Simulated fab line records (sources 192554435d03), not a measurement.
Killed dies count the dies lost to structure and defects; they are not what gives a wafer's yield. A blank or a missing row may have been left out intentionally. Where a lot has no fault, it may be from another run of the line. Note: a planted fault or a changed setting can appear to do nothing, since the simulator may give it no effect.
fab line records -- flow n5_finfet
record: lots: 5, wafers: 15, last_day: 20
route steps=1938 shown BEOL_M9@1448 BEOL_M10@1470 PASSIVATION@1936
lots that met no fault: taken from a fault-free run of the same line
start_h: the number of hours between the record's first day and the start of the first shown wafer of the lot -- wait_h: hours from the lot's prior step to this one -- " repeats the value in the row above -- L1.1+2: a row that stands for several wafers -- - no value present, or no start provided -- * or withheld: withheld -- < > ~ a bound
route shown NAME@n: NAME is a module with steps in the file, n the number in the route of the first one -- usual: the fault-free wafers' mean and standard deviation -- same: alike in all rows -- chamber/n: place in a boat -- sites: readings site by site -- _std_site: the values' standard deviation -- _edge_site: mean of outer sites minus mean of inner sites -- radius_mm: for every site, how far away it sits from the centre of the wafer -- mask NAME#n: copy n -- behind: the last tool/chamber to shape the wafer -- hold: the reason the lot was held/the length of the hold in hours/how it ended -- device: which transistor (n, p or np) failed to switch -- end of line: the route-end tests of the same wafers -- a step without rows: its recipe alone -- killed: the dies lost at the first sort to structure and to defects; this is not the yield of the wafer -- map: shows each die of a wafer: x if killed, . if not, _ if none is there
set.NAME: the run value of the setting; set.NAME@STEP: its run value at that earlier step -- model.NAME: the simulator's own value behind a step, which no gauge read
a table for each step, a row for each wafer; lots at some steps of the route
services: from which hour (start_h, from the record's first day; less than 0 if before it) a tool's chamber was out of use, for how many hours, and why
== steps ==
step: N5_BEOL_M9_STRIP_80
recipe: chemistry: N2/H2, time_s: 10, power_w: 450, temp_c: 40, pressure_mtorr: 20, rf_frequency_hz: 6e+07, bias_power_w: 7, n2_flow_sccm: 200, h2_flow_sccm: 200
usual: drypump_motor_current_A: 5.7/0.38, oes_product_au: 0.77/0.084, rf_vpp_V: 59.1/0.91, showerhead_plenum_p_Torr: 2.52/0.084, temp_c: 40.00/0.12, throttle_valve_pct: 23.80/0.24
lot.wafer,tool,chamber,start_h,wait_h,drypump_motor_current_A,oes_product_au,rf_hours_counter_h,rf_vpp_V,showerhead_plenum_p_Torr,temp_c,throttle_valve_pct
L947.1,rie_diel-05,2,-,-,6.2,0.91,21,56.8,2.49,40.17,23.49
L947.3,rie_diel-05,1,-,-,5.3,0.88,48,58.5,2.58,39.87,23.56
L947.4,rie_diel-05,0,-,-,5.8,0.68,224,59.0,2.50,40.03,23.58
L951.2,rie_diel-03,2,-,-,5.7,0.67,232,57.9,2.41,40.12,23.64
L951.4,rie_diel-03,3,-,-,5.5,0.68,202,59.0,2.63,40.12,23.75
L951.6,rie_diel-03,1,-,-,5.7,0.70,-,60.1,2.52,40.18,24.28
L949.3,rie_diel-02,2,-,-,6.1,0.83,85,59.3,2.46,39.78,23.71
L949.5,rie_diel-02,0,-,-,4.8,0.93,-,60.4,2.59,40.07,23.65
L949.6,rie_diel-02,1,-,-,5.6,0.73,-,58.6,2.42,40.03,23.98
L961.1,rie_diel-02,0,-,-,4.8,0.89,39,59.4,2.58,40.13,23.65
L961.3,rie_diel-02,2,-,-,6.1,0.81,104,58.4,2.45,39.75,23.75
L961.6,rie_diel-02,2,-,-,6.1,0.81,-,59.0,2.45,39.99,23.74
L967.2,rie_diel-05,3,-,-,6.4,0.72,220,59.9,2.50,40.06,24.00
L967.3,rie_diel-05,2,-,-,6.2,0.82,80,58.0,2.46,39.99,23.59
L967.6,rie_diel-05,0,-,-,5.8,0.91,-,58.6,2.48,39.95,23.38
step: N5_BEOL_M9_OCD_MEAS_38
usual: trench_depth_nm: 151.1/1.8
lot.wafer,tool,chamber,start_h,wait_h,trench_depth_nm
L947.1,ocd-01,-,253.15,-,153.8
L947.3,ocd-01,-,253.15,-,153.9
L947.4,ocd-01,-,253.15,-,149.6
L951.2,ocd-01,-,282.01,-,151.3
L951.4,ocd-01,-,282.01,-,149.0
L951.6,ocd-01,-,282.01,-,151.3
L949.3,ocd-02,-,282.52,-,154.8
L949.5,ocd-02,-,282.52,-,153.9
L949.6,ocd-02,-,282.52,-,149.7
L961.1,ocd-01,-,337.09,-,156.9
L961.3,ocd-01,-,337.09,-,154.4
L961.6,ocd-01,-,337.09,-,153.6
L967.2,ocd-01,-,414.58,-,152.5
L967.3,ocd-01,-,414.58,-,152.8
L967.6,ocd-01,-,414.58,-,151.4
step: N5_BEOL_M9_HM_STRIP_39
recipe: chemistry: peroxide_tin_strip, material: TiN, target_depth_a: 250, temp_c: 50, time_s: 158
step: N5_BEOL_M9_SRD_40
recipe: time_s: 30, temp_c: 23, rinse_liquid: diw, dry: ipa_marangoni
step: N5_BEOL_M9_PRECLEAN_42
recipe: chemistry: residue_remover, time_s: 60, temp_c: 40
step: N5_BEOL_M9_SRD_43
recipe: time_s: 30, temp_c: 23, rinse_liquid: diw, dry: ipa_marangoni
step: N5_BEOL_M9_CD_MEAS_35
recipe: target_cd_nm: 70, target_cd_y_nm: 40, polarity: opening
usual: cd_nm: 69.9/0.46
lot.wafer,tool,chamber,start_h,wait_h,cd_nm
L947.1,cd_sem-02,-,253.31,0.0,69.9
L947.3,cd_sem-02,-,253.31,0.0,70.0
L947.4,cd_sem-02,-,253.31,0.0,70.2
L951.2,cd_sem-01,-,282.17,0.0,69.3
L951.4,cd_sem-01,-,282.17,0.0,69.7
L951.6,cd_sem-01,-,282.17,0.0,69.5
L949.3,cd_sem-01,-,282.68,0.0,69.5
L949.5,cd_sem-01,-,282.68,0.0,70.0
L949.6,cd_sem-01,-,282.68,0.0,69.8
L961.1,cd_sem-02,-,337.24,0.0,70.6
L961.3,cd_sem-02,-,337.24,0.0,69.7
L961.6,cd_sem-02,-,337.24,0.0,70.3
L967.2,cd_sem-02,-,414.83,0.0,70.6
L967.3,cd_sem-02,-,414.83,0.0,69.9
L967.6,cd_sem-02,-,414.83,0.0,70.0
step: N5_BEOL_M9_CURE_72
recipe: temp_c: 370, time_s: 120, ambient: DMADMS/He, material: SiCOH_lowk
step: N5_BEOL_M9_DEGAS_44
recipe: ambient: vacuum, temp_c: 250, time_s: 60
usual: heater_power_w: 345/37
lot.wafer,tool,chamber,start_h,wait_h,heater_power_w
L947.1,pvd_sputter-02,-,255.54,2.1,352
L947.3,pvd_sputter-02,-,255.54,2.1,327
L947.4,pvd_sputter-02,-,255.54,2.1,376
L951.2,pvd_sputter-03,-,282.75,0.4,295
L951.4,pvd_sputter-03,-,282.75,0.4,332
L951.6,pvd_sputter-03,-,282.75,0.4,305
L949.3,pvd_sputter-03,-,283.68,0.2,282
L949.5,pvd_sputter-03,-,283.68,0.2,284
L949.6,pvd_sputter-03,-,283.68,0.2,286
L961.1,pvd_sputter-01,-,339.28,1.7,354
L961.3,pvd_sputter-01,-,339.28,1.7,346
L961.6,pvd_sputter-01,-,339.28,1.7,354
L967.2,pvd_sputter-01,-,419.14,4.2,355
L967.3,pvd_sputter-01,-,419.14,4.2,350
L967.6,pvd_sputter-01,-,419.14,4.2,349
step: N5_BEOL_M9_PRE_CLEAN_45
recipe: gas: H2/He, time_s: 30, temp_c: 250
step: N5_BEOL_M9_ALD_74
recipe: material: TaN, target_thk_a: 20, temp_c: 275, ald_precursor_family: PDMAT, ald_co_reactant: NH3, pressure_torr: 3, carrier_flow_sccm: 1500, pulse_time_s: 2, purge_time_s: 3, co_reactant_purge_time_s: 2, co_reactant_pulse_time_s: 3, ald_cycles: 40, precursor_vessel_temp_c: 75, precursor_vessel_pressure_torr: 26.25, precursor_vessel_carrier_sccm: 1000
step: N5_BEOL_M9_SURFACE_TREAT_79
recipe: gas: Ar, time_s: *, ion_energy_ev: *, ion_current_ma_cm2: 0.5, pressure_mtorr: *, ar_flow_sccm: 30
step: N5_BEOL_M9_CVD_78
recipe: material: Co, target_thk_a: 20, temp_c: withheld, precursor: CCTBA/H2, pressure_torr: 30, time_s: 138.9
usual: chamber_pressure_Torr: 29.99/0.061
lot.wafer,tool,chamber,start_h,wait_h,chamber_pressure_Torr
L947.1,cvd_co-01,0,256.01,0.0,29.94
L947.3,cvd_co-01,1,256.01,0.0,30.12
L947.4,cvd_co-01,2,256.01,0.0,29.87
L951.2,cvd_co-02,2,283.63,0.4,29.88
L951.4,cvd_co-02,0,283.63,0.4,29.97
L951.6,cvd_co-02,1,283.63,0.4,29.91
L949.3,cvd_co-02,2,284.15,0.1,30.03
L949.5,cvd_co-02,0,284.15,0.1,30.03
L949.6,cvd_co-02,2,284.15,0.1,30.04
L961.1,cvd_co-02,2,339.80,0.0,30.00
L961.3,cvd_co-02,2,339.80,0.0,30.05
L961.6,cvd_co-02,0,339.80,0.0,30.01
L967.2,cvd_co-02,0,419.75,0.2,29.89
L967.3,cvd_co-02,1,419.75,0.2,30.05
L967.6,cvd_co-02,2,419.75,0.2,30.05
step: N5_BEOL_M9_SPUTTER_48
recipe: material: Cu, target_thk_a: 120, temp_c: -20, bias_v: 60, power_w: 26000, chamber_pressure_pa: 0.13, time_s: 2
step: N5_BEOL_M9_ECD_50
recipe: material: Cu, target_thk_a: 3180
step: N5_BEOL_M9_ANNEAL_51
recipe: temp_c: 225, time_s: 90, ambient: N2
step: N5_BEOL_M9_CMP_52
recipe: stop_on: SiCOH_lowk, t_overpolish_s: 7, down_force_psi: 1, platen_rpm: 50, clearing_platen_down_force_psi: 1.5, clearing_platen_rpm: 50, post_cmp_clean: cu_alkaline, target_thk_nm: 140, clearing_platen_pad_velocity_m_s: 0.99484, pad_velocity_m_s: 0.99484
step: N5_BEOL_M9_THK_MEAS_53
recipe: thk_meas_gauge: xrf, reads: Cu_of_BEOL_M9_ECD_50
usual: M9_THK: 140.7/2.2
lot.wafer,tool,chamber,start_h,wait_h,M9_THK[nm]
L947.1,film_metro-01,-,257.01,-,143.2
L947.3,film_metro-01,-,257.01,-,143.4
L947.4,film_metro-01,-,257.01,-,139.3
L951.2,film_metro-01,-,285.27,-,142.5
L951.4,film_metro-01,-,285.27,-,141.3
L951.6,film_metro-01,-,285.27,-,142.4
L949.3,film_metro-02,-,285.72,-,145.3
L949.5,film_metro-02,-,285.72,-,145.1
L949.6,film_metro-02,-,285.72,-,139.9
L961.1,film_metro-01,-,341.11,-,146.9
L961.3,film_metro-01,-,341.11,-,145.0
L961.6,film_metro-01,-,341.11,-,143.8
L967.2,film_metro-02,-,421.15,-,140.4
L967.3,film_metro-02,-,421.15,-,141.8
L967.6,film_metro-02,-,421.15,-,138.1
step: N5_BEOL_M9_PRE_CLEAN_55
recipe: gas: NH3, time_s: 15, temp_c: withheld, rf_power_w: 300
step: N5_BEOL_M9_DEP_56
recipe: material: SiCN, target_thk_a: 150, temp_c: withheld, precursor: 3MS/NH3, pressure_torr: 3, rf_w: 202, time_s: 26.5
step: N5_BEOL_M9_RS_MEAS_57
recipe: thk_meas_gauge: four-point-probe, reads: Cu_of_BEOL_M9_ECD_50+Co_of_BEOL_M9_CVD_78+TaN_of_BEOL_M9_ALD_74
usual: M9_RS: 0.1512/0.0024
lot.wafer,tool,chamber,start_h,wait_h,M9_RS[ohm/sq]
L947.1,film_metro-02,-,257.14,0.1,0.1482
L947.3,film_metro-02,-,257.14,0.1,0.1479
L947.4,film_metro-02,-,257.14,0.1,0.1516
L951.2,film_metro-02,-,285.41,0.1,0.1507
L951.4,film_metro-02,-,285.41,0.1,0.1514
L951.6,film_metro-02,-,285.41,0.1,0.1503
L949.3,film_metro-01,-,285.86,0.1,0.1476
L949.5,film_metro-01,-,285.86,0.1,0.1480
L949.6,film_metro-01,-,285.86,0.1,0.1530
L961.1,film_metro-02,-,341.25,0.1,0.1445
L961.3,film_metro-02,-,341.25,0.1,0.1464
L961.6,film_metro-02,-,341.25,0.1,0.1475
L967.2,film_metro-02,-,421.29,0.1,0.1506
L967.3,film_metro-02,-,421.29,0.1,0.1487
L967.6,film_metro-02,-,421.29,0.1,0.1539
step: N5_BEOL_M10_ILD_DEP_00
recipe: material: SiCOH_lowk, target_thk_a: 3085.1, temp_c: 300, precursor: DEMS/porogen, pressure_torr: 5, rf_w: 500, time_s: 58
usual: chamber_pressure_Torr: 5.000/0.01, heater_power_w: 308/60, showerhead_plenum_p_Torr: 5.733/0.02, throttle_valve_pct: 13.7/0.65
lot.wafer,tool,chamber,start_h,wait_h,chamber_pressure_Torr,heater_power_w,showerhead_plenum_p_Torr,throttle_valve_pct
L947.1,pecvd-02,0,257.20,0.0,4.991,226,5.782,13.5
L947.3,pecvd-02,1,257.20,0.0,5.006,306,5.736,13.5
L947.4,pecvd-02,2,257.20,0.0,4.997,322,5.724,13.0
L951.2,pecvd-03,2,285.47,0.0,5.000,325,5.714,12.3
L951.4,pecvd-03,0,285.47,0.0,4.983,359,5.752,14.2
L951.6,pecvd-03,2,285.47,0.0,5.008,336,5.724,12.5
L949.3,pecvd-01,1,285.92,0.0,4.993,253,5.712,13.2
L949.5,pecvd-01,0,285.92,0.0,4.990,335,5.718,14.3
L949.6,pecvd-01,2,285.92,0.0,5.015,420,5.718,13.7
L961.1,pecvd-03,0,341.31,0.0,4.992,376,5.746,14.4
L961.3,pecvd-03,2,341.31,0.0,5.022,316,5.721,12.6
L961.6,pecvd-03,2,341.31,0.0,4.996,333,5.720,12.7
L967.2,pecvd-01,2,421.35,0.0,4.998,406,5.721,14.4
L967.3,pecvd-01,0,421.35,0.0,4.993,345,5.720,14.5
L967.6,pecvd-01,2,421.35,0.0,5.002,413,5.723,14.3
step: N5_BEOL_M10_CURE_71
recipe: temp_c: 385, time_s: 240, ambient: He/Ar, material: SiCOH_lowk
step: N5_BEOL_M10_THK_MEAS_01
recipe: reads: SiCOH_lowk_of_BEOL_M10_ILD_DEP_00
usual: M10_ILD_THK: 269/3.6
lot.wafer,tool,chamber,start_h,wait_h,M10_ILD_THK[nm]
L947.1,film_metro-01,-,257.79,0.4,266
L947.3,film_metro-01,-,257.79,0.4,268
L947.4,film_metro-01,-,257.79,0.4,269
L951.2,film_metro-02,-,286.06,0.4,270
L951.4,film_metro-02,-,286.06,0.4,272
L951.6,film_metro-02,-,286.06,0.4,272
L949.3,film_metro-01,-,287.02,0.3,269
L949.5,film_metro-01,-,287.02,0.3,271
L949.6,film_metro-01,-,287.02,0.3,272
L961.1,film_metro-01,-,342.38,0.8,267
L961.3,film_metro-01,-,342.38,0.8,263
L961.6,film_metro-01,-,342.38,0.8,269
L967.2,film_metro-02,-,421.95,0.4,268
L967.3,film_metro-02,-,421.95,0.4,268
L967.6,film_metro-02,-,421.95,0.4,272
step: N5_BEOL_M10_PECVD_70
recipe: material: SiO2, target_thk_a: 200, temp_c: 400, precursor: TEOS/O2, pressure_torr: 5.5, rf_w: 450, teos_flow_sccm: 53.8, gas: O2, flow_sccm: 3000, time_s: 22.7
usual: chamber_pressure_Torr: 5.500/0.012, heater_power_w: 717/110, showerhead_plenum_p_Torr: 8.75/0.077, throttle_valve_pct: 22.3/1
lot.wafer,tool,chamber,start_h,wait_h,chamber_pressure_Torr,heater_power_w,showerhead_plenum_p_Torr,throttle_valve_pct
L947.1,pecvd-01,1,257.83,0.0,5.510,525,8.67,22.0
L947.3,pecvd-01,0,257.83,0.0,5.503,742,8.77,23.8
L947.4,pecvd-01,2,257.83,0.0,5.513,861,8.71,22.5
L951.2,pecvd-03,0,286.09,0.0,5.484,811,8.81,23.1
L951.4,pecvd-03,2,286.09,0.0,5.501,735,8.70,20.2
L951.6,pecvd-03,0,286.09,0.0,5.490,825,8.81,22.9
L949.3,pecvd-02,1,287.05,0.0,5.487,715,8.80,22.0
L949.5,pecvd-02,2,287.05,0.0,5.497,687,8.72,20.9
L949.6,pecvd-02,0,287.05,0.0,5.511,498,8.95,22.2
L961.1,pecvd-01,0,342.42,0.0,5.493,722,8.74,23.7
L961.3,pecvd-01,1,342.42,0.0,5.481,628,8.66,22.3
L961.6,pecvd-01,1,342.42,0.0,5.493,617,8.63,22.0
L967.2,pecvd-02,2,421.99,0.0,5.500,717,8.74,21.0
L967.3,pecvd-02,1,421.99,0.0,5.514,596,8.78,22.2
L967.6,pecvd-02,1,421.99,0.0,5.499,590,8.79,22.1
step: N5_BEOL_M10_HM_DEP_02
recipe: material: TiN, target_thk_a: 200, temp_c: 25, chamber_pressure_pa: 0.49996
usual: throttle_valve_pct: 29.5/1
lot.wafer,tool,chamber,start_h,wait_h,throttle_valve_pct
L947.1,pvd_sputter-01,-,260.77,2.9,31.3
L947.3,pvd_sputter-01,-,260.77,2.9,29.8
L947.4,pvd_sputter-01,-,260.77,2.9,29.1
L951.2,pvd_sputter-01,-,286.71,0.6,28.2
L951.4,pvd_sputter-01,-,286.71,0.6,30.1
L951.6,pvd_sputter-01,-,286.71,0.6,31.1
L949.3,pvd_sputter-03,-,287.67,0.6,28.2
L949.5,pvd_sputter-03,-,287.67,0.6,29.2
L949.6,pvd_sputter-03,-,287.67,0.6,29.2
L961.1,pvd_sputter-03,-,342.96,0.5,29.3
L961.3,pvd_sputter-03,-,342.96,0.5,28.0
L961.6,pvd_sputter-03,-,342.96,0.5,29.1
L967.2,pvd_sputter-02,-,422.81,0.8,30.3
L967.3,pvd_sputter-02,-,422.81,0.8,28.6
L967.6,pvd_sputter-02,-,422.81,0.8,28.8
step: N5_BEOL_M10_COAT_59
recipe: resist: SOC, temp_c: 250, time_s: 60, spin_rpm: 1500, resist_thk_nm: 100
step: N5_BEOL_M10_COAT_60
recipe: resist: SiARC, temp_c: 220, time_s: 60, spin_rpm: 1500, resist_thk_nm: 30
step: N5_BEOL_M10_COAT_05
recipe: resist: CAR-ArF, spin_rpm: 1500, resist_thk_nm: 90
step: N5_BEOL_M10_EBR_07
recipe: solvent: PGMEA, ebr_width_mm: 1.5
step: N5_BEOL_M10_SOFTBAKE_06
recipe: temp_c: 110, time_s: 60, resist: CAR-ArF
step: N5_BEOL_M10_EXPOSE_08
recipe: mask_id: M10, na: 1.35, source_shape: dipole, sigma_inner: 0.411, sigma_outer: 0.611, polarization: te, dose_mj: 53.75
step: N5_BEOL_M10_PEB_09
recipe: peb_temp_c: withheld, peb_time_s: 60, resist: CAR-ArF
step: N5_BEOL_M10_DEVELOP_10
recipe: develop_time_s: 30, developer: TMAH, resist: CAR-ArF, rinse_liquid: diw, dry: air_spin, dev_temp_c: 23
step: N5_BEOL_M10_CD_MEAS_11
recipe: target_cd_nm: 64.1, landing_energy_ev: 500, detector: se_inlens, polarity: opening
usual: cd_nm: 64.2/0.5
lot.wafer,tool,chamber,start_h,wait_h,cd_nm
L947.1,cd_sem-01,0,261.14,-,63.7
L947.3,cd_sem-01,0,261.14,-,63.7
L947.4,cd_sem-01,0,261.14,-,63.3
L951.2,cd_sem-01,0,287.08,-,63.4
L951.4,cd_sem-01,0,287.08,-,63.5
L951.6,cd_sem-01,0,287.08,-,63.8
L949.3,cd_sem-01,0,288.17,-,64.0
L949.5,cd_sem-01,0,288.17,-,64.4
L949.6,cd_sem-01,0,288.17,-,64.4
L961.1,cd_sem-01,0,343.46,-,63.8
L961.3,cd_sem-01,0,343.46,-,63.6
L961.6,cd_sem-01,0,343.46,-,64.1
L967.2,cd_sem-03,0,423.18,-,64.2
L967.3,cd_sem-03,0,423.18,-,64.1
L967.6,cd_sem-03,0,423.18,-,64.6
step: N5_BEOL_M10_OVL_MEAS_12
recipe: points_per_wafer: 44
usual: M10_OVL: 0.1/0.89
lot.wafer,tool,chamber,start_h,wait_h,M10_OVL[nm]
L947.1,overlay-02,0,261.17,0.0,-1.5
L947.3,overlay-02,0,261.17,0.0,-1.6
L947.4,overlay-02,0,261.17,0.0,0.1
L951.2,overlay-02,0,287.11,0.0,-1.3
L951.4,overlay-02,0,287.11,0.0,-1.0
L951.6,overlay-02,0,287.11,0.0,-1.2
L949.3,overlay-01,0,288.20,0.0,2.0
L949.5,overlay-01,0,288.20,0.0,-0.2
L949.6,overlay-01,0,288.20,0.0,0.9
L961.1,overlay-02,0,343.49,0.0,-0.9
L961.3,overlay-02,0,343.49,0.0,0.2
L961.6,overlay-02,0,343.49,0.0,-0.1
L967.2,overlay-01,0,423.21,0.0,1.7
L967.3,overlay-01,0,423.21,0.0,0.8
L967.6,overlay-01,0,423.21,0.0,1.4
step: N5_BEOL_M10_DESCUM_16
recipe: chemistry: O2, time_s: 7.9, source_power_w: 50, bias_power_w: 20, pressure_mtorr: 20, rf_frequency_hz: 2.712e+07, temp_c: 40, resist: CAR-ArF, o2_flow_sccm: 225
step: N5_BEOL_M10_ETCH_61
recipe: chemistry: CF4, target: SiARC, target_depth_a: 390, mask_material: CAR-ArF, time_s: 65, ion_energy_ev: 80, pressure_mtorr: 40, source_w: 545, bias_w: 36, Ar_flow_sccm: 100, cf4_flow_sccm: 100, ends: cleared
step: N5_BEOL_M10_ETCH_62
recipe: chemistry: N2/H2, target: SOC, target_depth_a: 1100, overetch_a: 220, mask_material: SiARC, temp_c: 40, time_s: 165, ion_energy_ev: 200, pressure_mtorr: 30, source_w: 840, bias_w: 150, n2_flow_sccm: 200, h2_flow_sccm: 200
step: N5_BEOL_M10_STRIP_68
recipe: chemistry: N2/H2, temp_c: 40, n2_flow_sccm: 200, h2_flow_sccm: 200, rf_frequency_hz: 6e+07
step: N5_PASSIVATION_PROBE_49
usual: defect_limited_yield: 91.2/1.3, killed_at_M0_to_M3: 34/9.2, killed_at_M4_up: 14/5, killed_at_contacts: 13/6.7, killed_at_front_end: 39/12, killed_at_other: 4/3.3, killed_dies: 104/15, killed_on_rim: 14/3.7, killed_open: 68/12, killed_short: 34/7.5, sort_bin_5_function: 5.2/0.87, sort_bin_6_memory: 3.3/0.63, sort_n_pass: 1076/15, sort_yield_pct: 91.2/1.3
same: gross_dies: 1180, killed_at_back_side: 0, sort_bin_4_leakage[%]: 0, sort_bin_8_speed[%]: 0
lot.wafer,tool,chamber,start_h,wait_h,defect_limited_yield[%],killed_at_M0_to_M3,killed_at_M4_up,killed_at_contacts,killed_at_front_end,killed_at_other,killed_dies,killed_on_rim,killed_open,killed_short,sort_bin_5_function[%],sort_bin_6_memory[%],sort_n_pass,sort_yield_pct[%]
L951.2,prober-02,-,348.86,0.1,92.2,40,14,8,22,8,92,11,58,33,4.4,3.1,1088,92.2
L951.4,prober-02,-,348.96,0.2,88.8,42,26,27,35,2,132,19,94,37,7.0,3.9,1048,88.8
L951.6,prober-02,-,349.06,0.3,90.5,35,19,7,44,7,112,19,74,27,5.3,3.2,1068,90.5
L961.1,prober-02,-,395.81,0.0,92.1,34,8,20,31,0,93,8,53,33,4.4,2.9,1087,92.1
L961.3,prober-02,-,395.91,0.1,92.1,36,6,14,37,0,93,16,56,36,4.2,3.6,1087,92.1
L961.6,prober-02,-,396.06,0.3,80.8,18,155,26,27,0,226,15,50,27,11.8,4.5,954,80.8
killed by level:class
L951.2 BEOL_M0_SAQP:geometric_particle:open=10 BEOL_M0_SAQP:geometric_particle:short=8 BEOL_M2:geometric_particle:open=8 MOL_CONTACT_COAG:geometric_particle:open=6 BEOL_M5:geometric_particle:open=6 STARTING-WAFER:geometric_particle:short=6 BEOL_M1:geometric_particle:short=5 STI_FIN_REVEAL:geometric_particle:open=4
L951.4 MOL_CONTACT_COAG:geometric_particle:open=18 STI_FIN_REVEAL:geometric_particle:open=13 BEOL_M4:geometric_particle:open=10 MOL_CONTACT_COAG:geometric_particle:short=9 BEOL_M0_SAQP:geometric_particle:open=9 BEOL_M3:geometric_particle:open=8 BEOL_M0_SAQP:geometric_particle:short=7 BEOL_M2:geometric_particle:open=7
L951.6 BEOL_M2:geometric_particle:open=13 STI_FIN_REVEAL:geometric_particle:open=12 HKMG_FIN:area_etch=9 GATE_CUT:geometric_particle:open=7 MOL_CONTACT_COAG:geometric_particle:open=7 BEOL_M4:geometric_particle:open=6 BEOL_M0_SAQP:geometric_particle:open=5 BEOL_M1:geometric_particle:open=5
L961.1 MOL_CONTACT_COAG:geometric_particle:open=14 BEOL_M0_SAQP:geometric_particle:short=9 FIN_SAQP:geometric_particle:short=8 BEOL_M0_SAQP:geometric_particle:open=7 FIN_SAQP:geometric_particle:open=5 STI_FIN_REVEAL:geometric_particle:open=5 BEOL_M1:geometric_particle:open=5 MOL_CONTACT_COAG:geometric_particle:short=4
L961.3 FIN_SAQP:geometric_particle:open=9 MOL_CONTACT_COAG:geometric_particle:open=9 BEOL_M1:geometric_particle:open=9 FIN_SAQP:geometric_particle:short=8 BEOL_M0_SAQP:geometric_particle:short=8 STI_FIN_REVEAL:geometric_particle:open=5 MOL_CONTACT_COAG:geometric_particle:short=5 BEOL_M0_SAQP:geometric_particle:open=5
L961.6 BEOL_M9:unspecified=146 MOL_CONTACT_COAG:geometric_particle:open=19 FIN_SAQP:geometric_particle:open=10 MOL_CONTACT_COAG:geometric_particle:short=7 BEOL_M0_SAQP:geometric_particle:short=6 FIN_SAQP:geometric_particle:short=5 BEOL_M1:geometric_particle:open=5 DUMMY_GATE:geometric_particle:short=3
map L961.6 (x killed, . not)
_________________x..........x________________
______________...xx............._____________
___________.x......................__________
__________.......x.................._________
________.............................._______
_______....x...........................______
______...................x.............._____
_____......x...x...........x....xx.x.....____
____..........x................xx........x___
___.......x..x...xx...........x............__
___.....x...........x......x.............xx__
__.....x.............x......................_
__x...................x....................._
_..x.x.....x.......x.xx....x.......x.........
_................................x...........
_.............x..............xx..............
_.....x............x..........x..x.xx........
_.x........................xxxxx...x.........
_x.......x......x.......xx..xxx.xxxx.x.......
_........xx......x....xx..xxxxxxxx..xx..x....
_.x.........x............xxxxxxxxxxxxx.......
__..x.............x...x.xxxxxxxxxxxxxx....xx_
__...........x........xxxxxxxxxxxxxxxx.x...._
___..........x...........xxxxxxxxxxxxxxxx..__
___....x.x..............xxxxxxxxxxxxxx.....__
____..................xxxxxxxxxxxxxxx....x___
_____................x....xxxxxxxxxxx....____
______...................xxxxxxxxxxxx..x_____
_______....................xx.xx......x______
________...x................x...x.x.x._______
__________..........x.......x......._________
___________......................x.__________
______________.......x.........._____________
_________________............________________
map L951.4 (x killed, . not)
_________________............________________
______________.................._____________
___________..x.................x...__________
__________x.........x....xx...x....._________
________x............x...............x_______
_______.x............x....x............______
______........xxx............x......x.x._____
_____x...x.x..............x..............____
____...................x......x........x..___
___..x....................x.........x......__
___.....................x.......x.........x__
__...................x....x........x........_
__......x..x..................xx............_
_....x...x......................x............
_xx.......x.....................x.......x....
_.x.........x............................x.x.
_...x......x..............xx.........xx....xx
_.................................x.x.....x..
_.xxx...........x......x.........x..x.......x
_.......x.x...........x...xxxx..........x....
_......x...x....x...x...............x.x......
__.....................xx..............x...._
__.........xx.................x...x........._
___.x.......x.......x............xx........__
___..x.....x....x....x.....................__
____.x........x.....x..........x..........___
_____.....x.........x....................____
______........x....x.....x.xx..x........_____
_______...x.....x.........x........x..x______
________.............x.x.....x.x......_______
__________......x....x......x.x....x_________
___________..xx....................__________
______________..xx...x....x....._____________
_________________............________________
== services ==
tool,chamber,start_h,hours,kind
rie_diel-05,1,229.85,2.6,repair
rie_diel-02,-,241.35,2.8,pm
rie_diel-05,0,249.90,1.2,repair
rie_diel-02,3,250.98,4.4,repair
rie_diel-03,3,251.86,6.5,repair
pecvd-02,-,261.64,0.5,repair
cvd_co-01,-,266.85,28.1,pm
pecvd-02,-,267.16,1.1,repair
rie_diel-05,2,281.14,7.1,repair
rie_diel-02,0,294.77,12.3,repair
rie_diel-03,1,312.30,15.5,repair
rie_diel-05,3,315.21,3.1,repair
rie_diel-02,2,322.19,4.5,repair
rie_diel-05,-,329.22,0.3,repair
rie_diel-02,-,332.96,1.8,repair
cvd_co-02,-,340.26,0.7,repair
pecvd-02,-,345.51,2.8,pm
rie_diel-02,0,350.85,2.9,repair
pecvd-03,-,362.37,1.5,repair
rie_diel-02,-,368.45,4.3,pm
rie_diel-05,3,381.29,7.0,repair
pecvd-03,2,387.41,5.1,repair
cvd_co-02,-,407.08,0.7,repair
rie_diel-02,-,412.46,0.3,repair
== key ==
first_sign: step: N5_PASSIVATION_PROBE_49, reading: killed_at_M4_up, direction: up, sigmas: 28, usual: 14, struck: 155
effect: step: N5_PASSIVATION_PROBE_49, reading: defect_limited_yield, direction: down, sigmas: 8, usual: 91.2, struck: 80.8
more_kills_born_at: N5_BEOL_M9_CVD_78@cvd_co-02: 146
met_at N5_BEOL_M9_CVD_78
struck_wafers L961.6
onset_between 284.15 339.80
fault: kind: chamber_particle_source, tool: cvd_co-02, chamber: 0, onset_h: 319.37, steps: N5_BEOL_M9_CVD_78, rate_per_visit_cm2: 1.3872, end_h: 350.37
